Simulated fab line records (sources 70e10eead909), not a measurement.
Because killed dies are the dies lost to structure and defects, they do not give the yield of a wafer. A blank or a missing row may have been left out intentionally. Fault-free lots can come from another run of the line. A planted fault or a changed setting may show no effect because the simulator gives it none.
Chamber matching | flow nand_harc | NHARC_A_CHANNEL_FILL_D1_ALD_14 on ald_hk-02: 4 sister chambers
The step deposits SiO2, target thk 2.5 nm, pulse time 10 s, ald cycles 25. 4 wafers are shown with their chamber, then 7 later ones without.

## WAFERS, EACH WITH ITS CHAMBER
wafer  | chamber | heater_power_w (W)
L088.3 | 0       | 536
L089.2 | 2       | 474
L093.1 | 1       | 409
L093.3 | 3       | 538

## WAFERS MISSING THEIR CHAMBER
wafer  | heater_power_w (W)
L093.5 | 534
L097.1 | 466
L097.2 | 417
L097.3 | 554
L097.4 | 541
L097.5 | 543
L097.6 | 553

## WHICH CHAMBER EACH ONE RAN IN
wafer  | from the rows above     | in truth
L093.5 | can't be placed: 0 or 3 | 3
L097.1 | 2                       | 2
L097.2 | 1                       | 1
L097.3 | can't be placed: 3 or 0 | 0
L097.4 | can't be placed: 3 or 0 | 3
L097.5 | can't be placed: 3 or 0 | 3
L097.6 | can't be placed: 3 or 0 | 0
Correctly placed: 2 of 7. These rows do not allow placing 5 (true chamber among the candidates in 5). Wrongly placed: 0.
How it was worked out, from the rows above alone: a wafer's distance from a chamber is the root of the sum, over the readings, of the square of ((its reading less the chamber's mean) divided by the reading's scatter). The wafer belongs to the nearest chamber; if the next one is less than 2 further off, it can't be placed. The mean given for a chamber averages the wafers shown for that chamber. The scatter (one wafer shown for each chamber): square how far every hidden wafer sits from the nearest shown wafer, average those squares and take the square root.
